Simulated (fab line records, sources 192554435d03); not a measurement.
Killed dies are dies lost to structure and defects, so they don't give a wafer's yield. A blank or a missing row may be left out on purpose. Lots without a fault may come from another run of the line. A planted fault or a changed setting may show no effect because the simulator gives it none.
fab line records | flow n5_finfet
record lots=6 wafers=18 last_day=17
route steps=1938 shown HKMG_FIN@447 GATE_CUT@465 PASSIVATION@1936
lots that met no fault: from a run of the same line without faults
start_h: hours from the record's first day to the start of the lot's first wafer shown | wait_h: hours since the lot's step before | " the same as in the row above | L1.1+2: a row that stands for several wafers | - no value, or no start given | * or withheld: withheld | < > ~ a bound
route shown NAME@n: a module of which the file shows steps, and the number in the route of the first | usual: mean/standard deviation of fault-free wafers | same: alike in all rows | chamber/n: place in a boat | sites: the reading at each site | _std_site: their standard deviation | _edge_site: outer sites' mean less inner sites' | radius_mm: how far each site lies from the wafer's centre | mask NAME#n: copy n | behind: the tool/chamber that last shaped the wafer | hold: why the lot was held/for how many hours/how that ended | device: the transistor (n, p or np) that didn't switch | end of line: the same wafers' tests at the end of the route | a step without rows: its recipe alone | killed: dies lost to structure and defects at the first sort, not the wafer's yield | map: a wafer's dies, x killed, . not, _ none there
set.NAME: the setting as run; set.NAME@STEP: as run at that earlier step | model.NAME: the simulator's own value behind a step, which no gauge read
lots at some steps of the route; a table a step, a row a wafer
services: from which hour (start_h, from the record's first day; less than 0 if before it) a tool's chamber was out of use, for how many hours, and why
## steps
# step N5_HKMG_FIN_STRIP_88
# recipe chemistry=N2/H2 power_w=2500 temp_c=300 h2_frac=0.65 time_s=360 pressure_mtorr=withheld n2_flow_sccm=1750 h2_flow_sccm=3250
# step N5_HKMG_FIN_NWFM_ALD_20
# recipe material=TiAlC target_thk_a=20 temp_c=300 ald_precursor_family=TiCl4 ald_co_reactant=TEA pulse_time_s=3 purge_time_s=2 co_reactant_purge_time_s=2 co_reactant_pulse_time_s=10 ald_cycles=7 pressure_torr=3
# usual heater_power_w=472/45 precursor_pulse_height_rel=1.001/0.018
# same pulse_time_s=3
# columns lot.wafer tool chamber start_h wait_h heater_power_w precursor_pulse_height_rel since_wet_clean_h
L432.3 ald_metal-01 0 109.31 0.2 485 0.989 1311
L432.4 " 1 " " 568 0.986 1311
L432.6 " 0 " " 476 1.007 -
L433.1 ald_metal-02 0 115.69 0.3 521 1.032 5932
L433.4 " 2 " " 454 0.971 -
L433.6 " 0 " " 496 1.011 -
L434.1 ald_metal-02 2 121.57 0.3 441 0.999 5938
L434.3 " 3 " " 522 0.996 5938
L434.4 " 3 " " 530 1.007 -
L439.1 ald_metal-03 2 148.43 0.3 450 0.963 4427
L439.3 " 1 " " 424 1.005 4427
L439.6 " 1 " " 408 0.979 -
L445.2 ald_metal-01 0 185.10 0.3 493 0.997 1386
L445.3 " 1 " " 565 1.022 1386
L445.5 " 2 " " 486 1.009 -
L448.2 ald_metal-03 2 204.57 0.3 451 1.023 4483
L448.4 " 3 " " 430 1.013 4483
L448.6 " 0 " " 511 0.999 -
# step N5_HKMG_FIN_ALD_71
# recipe material=TiN target_thk_a=10 temp_c=400 ald_precursor_family=TiCl4 ald_co_reactant=NH3 pulse_time_s=1 purge_time_s=3 co_reactant_purge_time_s=2 co_reactant_pulse_time_s=2 ald_cycles=47 pressure_torr=3
# step N5_HKMG_FIN_COAT_66
# recipe resist=SOC temp_c=250 time_s=60 spin_rpm=1500 resist_thk_nm=300
# step N5_HKMG_FIN_ETCH_67
# recipe chemistry=N2/H2 target=SOC target_depth_a=3889 stop_on=TiN ion_energy_ev=100 bias_w=61 pressure_mtorr=30 source_w=850 n2_flow_sccm=200 h2_flow_sccm=200
# step N5_HKMG_FIN_STRIP_90
# recipe chemistry=N2/H2 material=SOC time_s=20 power_w=500 temp_c=40 pressure_mtorr=50 rf_frequency_hz=6e+07 bias_power_w=8 h2_frac=0.5 n2_flow_sccm=300 h2_flow_sccm=300
# step N5_HKMG_FIN_WET_ETCH_73
# recipe chemistry=SC1 mix=1:2:40 temp_c=50 time_s=42.3 target_depth_nm=1.3 dry=ipa_marangoni rinse_time_s=30 rinse_temp_c=23
# step N5_HKMG_FIN_ETCHBACK_68
# recipe chemistry=Cl2/Ar stop_on=HfO2 target_depth_a=5 pressure_mtorr=10 icp_w=600 bias_w=60 Cl2_flow_sccm=40 Ar_flow_sccm=60
# step N5_HKMG_FIN_STRIP_69
# recipe chemistry=N2/H2 power_w=2500 temp_c=300 h2_frac=0.65 time_s=360 pressure_mtorr=withheld n2_flow_sccm=1750 h2_flow_sccm=3250
# usual drypump_motor_current_A=5.8/0.5 heater_power_w=458/52
# same time_s=360
# columns lot.wafer tool chamber start_h wait_h drypump_motor_current_A heater_power_w rf_hours_counter_h
L432.3 plasma_asher-01 0 110.23 0.2 6.2 421 -
L432.4 " 1 " " 5.9 475 -
L432.6 " 0 " " 6.2 420 -
L433.1 plasma_asher-02 1 116.49 0.1 6.0 546 90
L433.4 " 1 " " 6.1 553 -
L433.6 " 0 " " 4.9 407 -
L434.1 plasma_asher-01 1 122.44 0.1 5.8 468 49
L434.3 " 0 " " 6.2 414 -
L434.4 " 1 " " 5.8 461 -
L439.1 plasma_asher-01 1 149.36 0.2 5.9 465 54
L439.3 " 0 " " 6.2 425 -
L439.6 " 0 " " 6.2 420 -
L445.2 plasma_asher-01 0 185.92 0.1 6.3 430 61
L445.3 " 0 " " 6.3 424 -
L445.5 " 1 " " 5.8 469 -
L448.2 plasma_asher-01 0 205.47 0.1 6.2 415 65
L448.4 " 0 " " 6.2 409 -
L448.6 " 0 " " 6.2 416 -
# step N5_HKMG_FIN_ALD_21
# recipe material=TiN target_thk_a=15 temp_c=400 ald_precursor_family=TiCl4 ald_co_reactant=NH3 pulse_time_s=1 purge_time_s=3 co_reactant_purge_time_s=2 co_reactant_pulse_time_s=2 ald_cycles=68 pressure_torr=3
# step N5_HKMG_FIN_ALD_72
# recipe material=W target_thk_a=20 temp_c=300 pressure_torr=7.5 ald_precursor_family=WF6 ald_co_reactant=B2H6 pulse_time_s=1 purge_time_s=2 co_reactant_purge_time_s=2 co_reactant_pulse_time_s=3 ald_cycles=7
# step N5_HKMG_FIN_W_FILL_22
# recipe material=W target_thk_a=600 temp_c=400 pressure_torr=39.4 time_s=18.2
# step N5_HKMG_FIN_PRECLEAN_83
# recipe chemistry=DIW time_s=57.5 temp_c=23
# same time_s=57.5
# columns lot.wafer tool chamber start_h wait_h
L432.3+4+6 wet_bench-04 0,1,6 110.97 0.0
L433.1+4+6 wet_bench-06 4,2,5 117.36 0.0
L434.1+3+4 wet_bench-04 0,1,7 123.30 0.0
L439.1+3+6 wet_bench-06 0,6,3 150.22 0.0
L445.2+3+5 wet_bench-04 4,2,3 186.80 0.1
L448.2+4+6 wet_bench-04 0,4,7 206.34 0.0
# step N5_HKMG_FIN_SRD_84
# recipe dry_time_s=32 dry=n2_spin spin_rpm=1500
# step N5_HKMG_FIN_CMP_23
# recipe stop_on=SiNx t_overpolish_s=10 post_cmp_clean=rinse_only down_force_psi=4 platen_rpm=50.289 pad_velocity_m_s=1.0006 target_thk_nm=46.326
# step N5_HKMG_FIN_CMP_94
# recipe stop_on=SiNx post_cmp_clean=w_dilute_nh4oh t_overpolish_s=4.7 down_force_psi=4 platen_rpm=50.289 pad_velocity_m_s=1.0006 target_thk_nm=43.299
# step N5_GATE_CUT_ETCHBACK_00
# recipe chemistry=SF6/Cl2 target=W pressure_mtorr=8 icp_w=900 bias_w=80 SF6_flow_sccm=40 Cl2_flow_sccm=60
# step N5_GATE_CUT_ETCH_56
# recipe chemistry=Cl2/Ar target=TiN target_depth_a=216 pressure_mtorr=10 icp_w=600 bias_w=60 Cl2_flow_sccm=40 Ar_flow_sccm=60
# usual bias_w=60.00/0.16 drypump_motor_current_A=5.6/0.36 he_backside_leak_sccm=3.46/0.19 oes_product_au=0.80/0.1 throttle_valve_pct=20.69/0.23
# columns lot.wafer tool chamber start_h wait_h bias_w drypump_motor_current_A he_backside_leak_sccm oes_product_au rf_hours_counter_h throttle_valve_pct
L432.3 rie_metal-01 0 111.97 0.1 60.03 5.0 3.20 0.93 - 20.75
L432.4 " 1 " " 60.08 5.7 3.45 0.93 - 20.64
L432.6 " 1 " " 60.31 5.7 3.60 0.95 - 20.64
L433.1 rie_metal-02 0 118.33 0.1 59.86 5.6 3.57 0.87 21 21.10
L433.4 " 1 " " 60.16 6.5 3.67 0.59 - 21.05
L433.6 " 1 " " 60.28 6.6 3.80 0.59 - 21.06
L434.1 rie_metal-03 1 124.22 0.1 59.86 5.6 3.45 0.74 59 20.38
L434.3 " 0 " " 60.22 5.3 3.64 0.71 - 20.73
L434.4 " 1 " " 59.92 5.6 3.34 0.75 - 20.36
L439.1 rie_metal-03 1 151.14 0.1 60.12 5.6 3.47 0.73 63 20.38
L439.3 " 1 " " 60.08 5.6 3.37 0.74 - 20.38
L439.6 " 0 " " 60.01 5.3 3.57 0.71 - 20.73
L445.2 rie_metal-02 0 187.72 0.1 60.19 5.6 3.53 0.84 29 21.12
L445.3 " 0 " " 60.08 5.6 3.47 0.84 - 21.12
L445.5 " 0 " " 59.86 5.6 3.31 0.84 - 21.12
L448.2 rie_metal-01 1 207.26 0.1 60.05 5.7 3.62 0.88 12 20.66
L448.4 " 1 " " 59.94 5.7 3.41 0.89 - 20.65
L448.6 " 1 " " 59.85 5.7 3.43 0.88 - 20.64
# step N5_GATE_CUT_ETCHBACK_30
# recipe chemistry=Cl2/Ar target=TiN target_depth_a=30 mode=isotropic pressure_mtorr=10 icp_w=600 bias_w=60 Cl2_flow_sccm=40 Ar_flow_sccm=60
# step N5_GATE_CUT_VAPOR_ETCH_60
# recipe chemistry=BCl3/Cl2 target=HfO2 mode=isotropic
# usual drypump_motor_current_A=5.6/0.36 he_backside_leak_sccm=3.49/0.28 oes_product_au=0.80/0.11
# columns lot.wafer tool chamber start_h wait_h drypump_motor_current_A he_backside_leak_sccm oes_product_au
L432.3 rie_metal-01 0 112.10 0.0 5.0 3.25 0.98
L432.4 " 1 " " 5.7 3.54 0.94
L432.6 " 1 " " 5.7 3.52 0.95
L433.1 rie_metal-02 0 118.45 0.0 5.6 3.30 0.86
L433.4 " 1 " " 6.6 3.77 0.58
L433.6 " 1 " " 6.5 3.84 0.59
L434.1 rie_metal-03 1 124.34 0.0 5.6 3.47 0.75
L434.3 " 0 " " 5.3 3.33 0.71
L434.4 " 1 " " 5.6 3.37 0.75
L439.1 rie_metal-03 1 151.26 0.0 5.6 3.38 0.73
L439.3 " 1 " " 5.6 3.60 0.75
L439.6 " 0 " " 5.3 3.69 0.70
L445.2 rie_metal-02 0 187.84 0.0 5.5 3.48 0.83
L445.3 " 0 " " 5.6 3.58 0.83
L445.5 " 0 " " 5.6 3.43 0.84
L448.2 rie_metal-01 1 207.38 0.0 5.7 3.78 0.89
L448.4 " 1 " " 5.6 3.82 0.90
L448.6 " 1 " " 5.7 3.80 0.90
# step N5_GATE_CUT_ETCH_58
# recipe chemistry=CH3F/O2 target=SiNx target_depth_a=170 time_s=128.6 ion_energy_ev=50 pressure_mtorr=30 source_w=415 bias_w=21 Ar_flow_sccm=150 CH3F_flow_sccm=30 O2_flow_sccm=20
# step N5_GATE_CUT_STRIP_59
# recipe chemistry=N2/H2 time_s=20 power_w=100 temp_c=40 pressure_mtorr=100 rf_frequency_hz=6e+07 bias_power_w=3 n2_flow_sccm=300 h2_flow_sccm=300
# usual drypump_motor_current_A=5.7/0.31 oes_product_au=0.79/0.064 rf_vpp_V=45.3/0.91 showerhead_plenum_p_Torr=3.38/0.1 throttle_valve_pct=12.19/0.24
# same time_s=20
# columns lot.wafer tool chamber start_h wait_h drypump_motor_current_A oes_product_au rf_hours_counter_h rf_vpp_V showerhead_plenum_p_Torr throttle_valve_pct
L432.3 rie_diel-04 1 112.28 0.1 5.7 0.91 41 45.1 3.29 11.81
L432.4 " 0 " " 5.7 0.83 86 45.9 3.38 12.04
L432.6 " 3 " " 5.0 0.80 - 46.1 3.41 11.90
L433.1 rie_diel-04 1 118.61 0.1 5.7 0.92 42 45.3 3.29 11.82
L433.4 " 0 " " 5.7 0.83 87 45.7 3.38 12.03
L433.6 " 1 " " 5.7 0.92 - 44.1 3.29 11.81
L434.1 rie_diel-04 1 124.50 0.1 5.7 0.91 45 46.5 3.29 11.81
L434.3 " 0 " " 5.7 0.81 89 45.2 3.38 12.03
L434.4 " 3 " " 5.0 0.80 107 43.3 3.41 11.90
L439.1 rie_diel-01 0 151.41 0.1 5.8 0.85 43 45.8 3.45 11.94
L439.3 " 2 " " 6.3 0.74 168 45.0 3.49 12.25
L439.6 " 3 " " 5.7 0.78 - 45.1 3.25 12.32
L445.2 rie_diel-01 0 187.99 0.1 5.8 0.84 53 46.4 3.44 11.97
L445.3 " 2 " " 6.4 0.73 179 45.9 3.49 12.28
L445.5 " 0 " " 5.8 0.83 - 45.0 3.44 11.97
L448.2 rie_diel-03 2 207.53 0.1 5.7 0.76 155 45.2 3.49 12.41
L448.4 " 1 " " 5.4 0.81 113 45.0 3.38 12.00
L448.6 " 0 " " 5.7 0.86 - 46.5 3.56 12.23
# step N5_GATE_CUT_PRECLEAN_31
# recipe temp_c=23 chemistry=DIW time_s=300
# step N5_GATE_CUT_SRD_32
# recipe time_s=30 temp_c=23 rinse_liquid=diw dry=ipa_marangoni
# step N5_GATE_CUT_SAC_CAP_01
# recipe material=SiNx target_thk_a=240 temp_c=400 ald_precursor_family=SiH2I2 ald_co_reactant=N2/H2-plasma pulse_time_s=1 ald_cycles=480 purge_time_s=2 co_reactant_purge_time_s=2 pressure_torr=2
# step N5_GATE_CUT_PECVD_57
# recipe material=SiNx target_thk_a=210 temp_c=400 precursor=SiH4/NH3/N2 pressure_torr=1.5 rf_w=300
# step N5_GATE_CUT_CMP_02
# recipe stop_on=SiO2 t_overpolish_s=12.7 post_cmp_clean=alkaline_brush down_force_psi=2.5 platen_rpm=51.8 pad_velocity_m_s=1.0307 target_thk_nm=0
# step N5_GATE_CUT_HM_DEP_46
# recipe material=SiO2 target_thk_a=1300 temp_c=400 precursor=TEOS/O2 pressure_torr=6.5 rf_w=900 teos_flow_sccm=161.4 gas=O2 flow_sccm=2650 time_s=26.6
# step N5_GATE_CUT_COAT_34
# recipe resist=SOC temp_c=250 time_s=60 spin_rpm=1500 resist_thk_nm=60
# step N5_GATE_CUT_COAT_35
# recipe resist=SiARC temp_c=220 time_s=60 spin_rpm=1500 resist_thk_nm=10
# step N5_GATE_CUT_COAT_27
# recipe resist=underlayer temp_c=205 time_s=60 spin_rpm=1500 resist_thk_nm=10
# step N5_GATE_CUT_COAT_07
# recipe resist=CAR-EUV spin_rpm=1500 resist_thk_nm=30
# step N5_GATE_CUT_EBR_09
# recipe solvent=PGMEA ebr_width_mm=1.5
# step N5_GATE_CUT_SOFTBAKE_08
# recipe temp_c=110 time_s=60 resist=CAR-EUV
# step N5_GATE_CUT_EXPOSE_10
# recipe mask_id=GATE_CUT na=0.33 source_shape=annular sigma_inner=0.35 sigma_outer=0.8 polarization=unpolarized target_cd_nm=20 dose_mj=43.25
# step N5_GATE_CUT_PEB_11
# recipe peb_temp_c=100 peb_time_s=60 resist=CAR-EUV
# step N5_GATE_CUT_DEVELOP_12
# recipe develop_time_s=30 developer=TMAH resist=CAR-EUV rinse_liquid=surfactant_rinse dry=air_spin dev_temp_c=23
# step N5_GATE_CUT_CD_MEAS_13
# recipe target_cd_nm=20 landing_energy_ev=500 detector=se_inlens
# usual cd_nm=20.0/0.31
# columns lot.wafer tool chamber start_h wait_h cd_nm
L432.3 cd_sem-03 0 115.60 - 19.9
L432.4 " 0 " " 19.8
L432.6 " 0 " " 20.7
L433.1 cd_sem-02 0 121.76 - 19.9
L433.4 " 0 " " 20.4
L433.6 " 0 " " 20.2
L434.1 cd_sem-02 0 127.78 - 20.0
L434.3 " 0 " " 19.8
L434.4 " 0 " " 19.7
L439.1 cd_sem-03 0 154.67 - 20.2
L439.3 " 0 " " 19.6
L439.6 " 0 " " 20.1
L445.2 cd_sem-02 0 191.22 - 19.3
L445.3 " 0 " " 19.9
L445.5 " 0 " " 20.3
L448.2 cd_sem-01 0 210.82 - 19.4
L448.4 " 0 " " 19.5
L448.6 " 0 " " 20.0
# step N5_GATE_CUT_OVL_MEAS_14
# recipe points_per_wafer=522
# usual GATE_CUT_OVL=0.1/0.63
# columns lot.wafer tool chamber start_h wait_h GATE_CUT_OVL[nm]
L432.3 overlay-02 0 115.64 0.0 -0.2
L432.4 " 0 " " -0.8
L432.6 " 0 " " -0.6
L433.1 overlay-02 0 121.79 0.0 0.4
L433.4 " 0 " " 0.8
L433.6 " 0 " " 0.3
L434.1 overlay-01 0 127.81 0.0 -0.3
L434.3 " 0 " " 0.4
L434.4 " 0 " " -0.7
L439.1 overlay-01 0 154.70 0.0 0.3
L439.3 " 0 " " 0.8
L439.6 " 0 " " 1.5
L445.2 overlay-02 0 191.25 0.0 0.8
L445.3 " 0 " " 0.5
L445.5 " 0 " " 1.2
L448.2 overlay-01 0 210.86 0.0 0.2
L448.4 " 0 " " 0.2
L448.6 " 0 " " 0.2
# step N5_PASSIVATION_PROBE_49
# usual defect_limited_yield=91.6/1.4 killed_at_M0_to_M3=32/9.5 killed_at_M4_up=13/6 killed_at_contacts=12/5.6 killed_at_front_end=39/11 killed_at_other=2.8/2.3 killed_dies=99/16 killed_on_rim=12/3.4 killed_open=65/12 killed_short=32/7.6 sort_bin_4_leakage=0.1/0.88 sort_bin_5_function=4.8/0.88 sort_bin_6_memory=3.2/0.65 sort_bin_8_speed=0.2/2 sort_n_pass=1077/29 sort_yield_pct=91.2/2.5
# same gross_dies=1180 killed_at_back_side=0
# columns lot.wafer tool chamber start_h wait_h defect_limited_yield[%] killed_at_M0_to_M3 killed_at_M4_up killed_at_contacts killed_at_front_end killed_at_other killed_dies killed_on_rim killed_open killed_short sort_bin_4_leakage[%] sort_bin_5_function[%] sort_bin_6_memory[%] sort_bin_8_speed[%] sort_n_pass sort_yield_pct[%]
L432.3 prober-01 - 318.39 0.1 91.7 24 8 22 41 3 98 6 53 42 0 4.7 3.2 14.8 907 76.9
L432.4 prober-01 - 318.44 0.2 93.0 19 3 19 38 4 83 11 57 25 0 4.2 2.7 0 1097 93.0
L432.6 prober-01 - 318.54 0.3 94.2 11 11 4 38 4 68 8 41 23 0 3.1 2.5 0.6 1105 93.6
L434.1 prober-01 - 320.60 0.0 91.5 41 2 13 40 4 100 18 60 38 0 5.2 3.1 0 1080 91.5
L434.3 prober-01 - 320.70 0.1 93.6 20 10 9 31 6 76 13 47 23 0 3.6 2.1 0 1104 93.6
L434.4 prober-01 - 320.75 0.2 94.1 28 8 10 19 5 70 12 41 28 0 3.8 1.9 0 1110 94.1
L433.1 prober-02 - 322.59 0.0 92.6 37 7 9 31 3 87 10 43 42 0 4.5 2.5 0 1093 92.6
L433.4 prober-02 - 322.74 0.2 90.6 33 10 17 48 3 111 12 77 30 0 5.8 3.4 0 1069 90.6
L433.6 prober-02 - 322.84 0.3 93.2 37 4 9 30 0 80 12 57 23 0 3.9 2.8 0 1100 93.2
L439.1 prober-02 - 368.62 0.0 91.7 33 9 12 43 1 98 14 69 27 0 5.0 3.1 0 1082 91.7
L439.3 prober-02 - 368.72 0.1 90.7 30 15 24 36 5 110 17 82 21 0 5.1 3.6 0 1070 90.7
L439.6 prober-02 - 368.87 0.3 89.7 41 17 18 43 3 122 17 68 40 0 4.9 4.3 0 1058 89.7
L445.2 prober-02 - 395.56 0.1 85.1 45 9 7 113 2 176 20 53 34 0.8 8.5 3.9 0 994 84.2
L445.3 prober-02 - 395.61 0.1 82.0 45 18 15 134 0 212 28 80 35 0 12.1 3.9 0 968 82.0
L445.5 prober-02 - 395.71 0.2 86.9 43 10 6 91 4 154 21 62 31 0 7.2 3.4 0 1026 86.9
L448.2 prober-02 - 411.91 0.1 85.0 21 8 3 145 0 177 11 42 11 0 9.0 3.4 0 1003 85.0
L448.4 prober-02 - 412.01 0.2 86.7 21 12 13 110 1 157 17 53 20 0 7.5 4.0 0 1023 86.7
L448.6 prober-02 - 412.11 0.3 89.4 19 8 8 89 1 125 29 57 25 0 6.0 3.4 17.6 847 71.8
# killed by level:class
L432.3 MOL_CONTACT_COAG:geometric_particle:open=16 BEOL_M0_SAQP:geometric_particle:open=10 GATE_CUT:geometric_particle:short=9 FIN_SAQP:geometric_particle:short=7 MOL_CONTACT_COAG:geometric_particle:short=6 FIN_SAQP:geometric_particle:open=5 BEOL_M0_SAQP:geometric_particle:short=4 STI_FIN_REVEAL:geometric_particle:open=3
L432.4 MOL_CONTACT_COAG:geometric_particle:open=16 FIN_SAQP:geometric_particle:open=9 BEOL_M3:geometric_particle:open=6 GATE_CUT:geometric_particle:short=5 FIN_CUT:geometric_particle:short=4 GATE_CUT:geometric_particle:open=4 BEOL_M0_SAQP:geometric_particle:short=4 MOL_CONTACT_COAG:geometric_particle:short=3
L432.6 STI_FIN_REVEAL:geometric_particle:open=9 FIN_SAQP:geometric_particle:short=8 FIN_SAQP:geometric_particle:open=8 BEOL_M4:geometric_particle:open=5 GATE_CUT:geometric_particle:short=4 MOL_CONTACT_COAG:geometric_particle:open=4 STARTING-WAFER:geometric_particle:short=3 BEOL_M0_SAQP:geometric_particle:open=2
L434.1 FIN_SAQP:geometric_particle:open=16 MOL_CONTACT_COAG:geometric_particle:open=11 BEOL_M0_SAQP:geometric_particle:short=11 BEOL_M0_SAQP:geometric_particle:open=8 BEOL_M3:geometric_particle:short=6 BEOL_M1:geometric_particle:open=5 FIN_SAQP:geometric_particle:short=4 SPACER0:geometric_particle:open=4
L434.3 MOL_CONTACT_COAG:geometric_particle:open=8 BEOL_M4:geometric_particle:open=6 FIN_SAQP:geometric_particle:short=5 BEOL_M0_SAQP:geometric_particle:open=5 BEOL_M3:geometric_particle:open=5 HKMG_FIN:area_etch=5 DUMMY_GATE:geometric_particle:open=4 BEOL_M1:geometric_particle:open=4
L434.4 BEOL_M0_SAQP:geometric_particle:short=7 MOL_CONTACT_COAG:geometric_particle:open=6 FIN_SAQP:geometric_particle:open=5 BEOL_M2:geometric_particle:open=5 STARTING-WAFER:geometric_particle:short=5 MOL_CONTACT_COAG:geometric_particle:short=4 BEOL_M0_SAQP:geometric_particle:open=4 BEOL_M3:geometric_particle:open=4
L433.1 BEOL_M0_SAQP:geometric_particle:short=16 FIN_SAQP:geometric_particle:short=8 FIN_SAQP:geometric_particle:open=8 MOL_CONTACT_COAG:geometric_particle:open=8 BEOL_M0_SAQP:geometric_particle:open=7 BEOL_M2:geometric_particle:open=5 BEOL_M1:geometric_particle:open=4 STI_FIN_REVEAL:geometric_particle:open=3
L433.4 MOL_CONTACT_COAG:geometric_particle:open=14 FIN_SAQP:geometric_particle:open=12 FIN_SAQP:geometric_particle:short=11 BEOL_M3:geometric_particle:open=10 DUMMY_GATE:geometric_particle:open=6 BEOL_M1:geometric_particle:open=6 BEOL_M2:geometric_particle:open=5 STI_FIN_REVEAL:geometric_particle:open=5
L433.6 BEOL_M1:geometric_particle:open=13 FIN_SAQP:geometric_particle:open=8 FIN_SAQP:geometric_particle:short=8 MOL_CONTACT_COAG:geometric_particle:open=7 BEOL_M3:geometric_particle:open=6 STI_FIN_REVEAL:geometric_particle:open=4 BEOL_M0_SAQP:geometric_particle:open=4 DUMMY_GATE:geometric_particle:open=3
L439.1 STI_FIN_REVEAL:geometric_particle:open=14 MOL_CONTACT_COAG:geometric_particle:open=11 BEOL_M2:geometric_particle:open=8 BEOL_M3:geometric_particle:open=8 FIN_SAQP:geometric_particle:short=5 FIN_SAQP:geometric_particle:open=5 GATE_CUT:geometric_particle:short=4 BEOL_M0_SAQP:geometric_particle:short=4
L439.3 MOL_CONTACT_COAG:geometric_particle:open=18 STI_FIN_REVEAL:geometric_particle:open=17 BEOL_M2:geometric_particle:open=9 BEOL_M1:geometric_particle:open=8 BEOL_M4:geometric_particle:open=7 MOL_CONTACT_COAG:geometric_particle:short=6 HKMG_FIN:area_etch=5 FIN_SAQP:geometric_particle:open=3
L439.6 BEOL_M2:geometric_particle:open=12 MOL_CONTACT_COAG:geometric_particle:open=11 FIN_SAQP:geometric_particle:open=9 FIN_SAQP:geometric_particle:short=8 HKMG_FIN:area_etch=8 MOL_CONTACT_COAG:geometric_particle:short=7 BEOL_M1:geometric_particle:open=6 BEOL_M0_SAQP:geometric_particle:open=5
L445.2 HKMG_FIN:unspecified=87 BEOL_M0_SAQP:geometric_particle:open=9 BEOL_M0_SAQP:geometric_particle:short=8 DUMMY_GATE:geometric_particle:open=7 BEOL_M0:geometric_particle:open=7 BEOL_M1:geometric_particle:short=7 BEOL_M2:geometric_particle:open=7 DUMMY_GATE:geometric_particle:short=4
L445.3 HKMG_FIN:unspecified=93 BEOL_M0_SAQP:geometric_particle:open=26 BEOL_M0_SAQP:geometric_particle:short=12 BEOL_M4:geometric_particle:open=9 MOL_CONTACT_COAG:geometric_particle:open=8 STI_FIN_REVEAL:geometric_particle:open=7 MOL_CONTACT_COAG:geometric_particle:short=7 FIN_SAQP:geometric_particle:open=6
L445.5 HKMG_FIN:unspecified=52 BEOL_M0_SAQP:geometric_particle:short=12 BEOL_M2:geometric_particle:open=11 DUMMY_GATE:geometric_particle:open=9 BEOL_M0_SAQP:geometric_particle:open=9 HKMG_FIN:area_etch=9 MOL_CONTACT_COAG:geometric_particle:open=5 BEOL_M1:geometric_particle:open=5
L448.2 HKMG_FIN:unspecified=123 FIN_SAQP:geometric_particle:open=6 DUMMY_GATE:geometric_particle:open=5 BEOL_M0_SAQP:geometric_particle:open=5 GATE_CUT:geometric_particle:open=4 BEOL_M1:geometric_particle:open=4 MOL_CONTACT_COAG:geometric_particle:open=3 BEOL_M3:geometric_particle:open=3
L448.4 HKMG_FIN:unspecified=82 MOL_CONTACT_COAG:geometric_particle:open=11 FIN_SAQP:geometric_particle:open=7 STI_FIN_REVEAL:geometric_particle:open=7 BEOL_M2:geometric_particle:open=7 GATE_CUT:geometric_particle:short=5 BEOL_M0_SAQP:geometric_particle:short=5 BEOL_M4:geometric_particle:open=5
L448.6 HKMG_FIN:unspecified=41 STI_FIN_REVEAL:geometric_particle:open=12 MOL_CONTACT_COAG:geometric_particle:open=7 FIN_SAQP:geometric_particle:open=6 BEOL_M1:geometric_particle:open=6 STARTING-WAFER:geometric_particle:short=5 DUMMY_GATE:geometric_particle:short=5 STARTING-WAFER:geometric_particle:open=5
# map L445.3 (x killed, . not)
_________________............________________
______________.........x........_____________
___________........................__________
__________.......xx....x...xx.....x._________
________x........x......x.x........x.._______
_______.......x......x.................______
______.......x......................x..._____
_____.x.......x........................x.____
____.xxx...........x..........x...x.......___
___xxx..x.................x................__
___xxxxxx.x...........xx....x....x.x....x..__
__xxxxx.xxx..........x.....................x_
__xxxxxxxx.xx..............x...............x_
_xxxxxxxxx.........xxx............xx...xx.x..
_xxxxxxxxxxx......xx.................x..x....
_xxxxxxxxxx..xx........x.x.x.x........x......
_xxxxxxx.xx..........x..........xx.x.x.......
_xxxxxxx.x...................................
_xxxxxxxx...............x..x.....x..x..x.....
_xxxxx.x.x....x....................x.........
_....x.xx.............x.x....................
__....x.....x...........x.....x......x..x..._
__..........x............xx..x...........x.._
___.....x.......x...........x.......x......__
___...xxx.x............x....x..............__
____.....x.................x....x.......x.___
_____...........x........x....x..........____
______............xx......x....x.x.x..x._____
_______....xx......x.................xx______
________.x...x........x.....x........._______
__________......x..........x........_________
___________.....x.....x............__________
______________.................._____________
_________________.........x..________________
# map L448.2 (x killed, . not)
_________________.....x......________________
______________................x._____________
___________....x.xx................__________
__________.........................._________
________...x.........................._______
_______............x................x..______
______..............x......x....x......._____
_____........x............x..............____
____........x.............................___
___..x.....................................__
___............................x...........__
__............x............x................_
__................................x........x_
_......x.........x...................x.....xx
_..................x.........x...............
_x..............................x....x.......
_...............x.x.x........................
_............................................
_.................x..........................
_............................................
_...x..x....x....x.....x.xxx.............x...
__.................x....xxx.xxx............._
__x...............x...xxxxxxxxxx............_
___..................xxxxxxxxxxxxxxx.......__
___.....x..........x.x.xxxxxxxxxx...x......__
____...............xxxxxxxxxxxxxxx........___
_____............x..x.xxxxxxxxxxx........____
______..............xxxxxxxxxxxxx.x....._____
_______.............xxxxxxxxxxxxx.x....______
________............xxxxxxxxxxxxx....x_______
__________..............xxxx.x.x...._________
___________..x........xx..xxxx.....__________
______________...........x...x.._____________
_________________....x.......________________
## services
# columns tool chamber start_h hours kind
rie_metal-02 - 87.42 14.6 pm
rie_metal-01 0 88.69 - clean
rie_metal-01 0 88.69 12.3 scheduled_down
rie_metal-01 0 88.69 12.3 vent_cycle
plasma_asher-02 - 97.19 2.7 repair
ald_metal-03 - 99.22 0.8 repair
ald_metal-03 - 105.92 14.6 pm
ald_metal-02 1 110.16 20.2 repair
rie_metal-02 - 142.52 0.3 repair
rie_metal-02 1 144.09 - clean
rie_metal-02 1 144.09 29.1 scheduled_down
rie_metal-02 1 144.09 29.1 vent_cycle
rie_diel-04 - 146.76 2.8 pm
ald_metal-03 - 156.72 0.3 repair
rie_diel-04 2 163.49 3.9 repair
ald_metal-01 - 164.29 0.6 repair
plasma_asher-02 - 193.41 0.7 repair
ald_metal-02 - 198.18 6.0 pm
rie_metal-02 - 198.86 2.8 pm
ald_metal-02 - 205.63 1.7 repair
rie_diel-01 - 207.15 2.3 repair
## key
first_sign step=N5_PASSIVATION_PROBE_49 reading=killed_at_front_end direction=up sigmas=6.9 usual=39 struck=114
effect step=N5_PASSIVATION_PROBE_49 reading=killed_dies direction=up sigmas=4.1 usual=99 struck=167
more_kills_born_at N5_HKMG_FIN_PRECLEAN_83@wet_bench-04=478
met_at N5_HKMG_FIN_PRECLEAN_83
struck_wafers L445.2,L445.3,L445.5,L448.2,L448.4,L448.6
onset_between 123.30 186.80
also_fits time
fault kind=chamber_particle_source tool=wet_bench-04 chamber=- onset_h=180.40 steps=N5_HKMG_FIN_PRECLEAN_83 rate_per_visit_cm2=0.77599 end_h=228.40
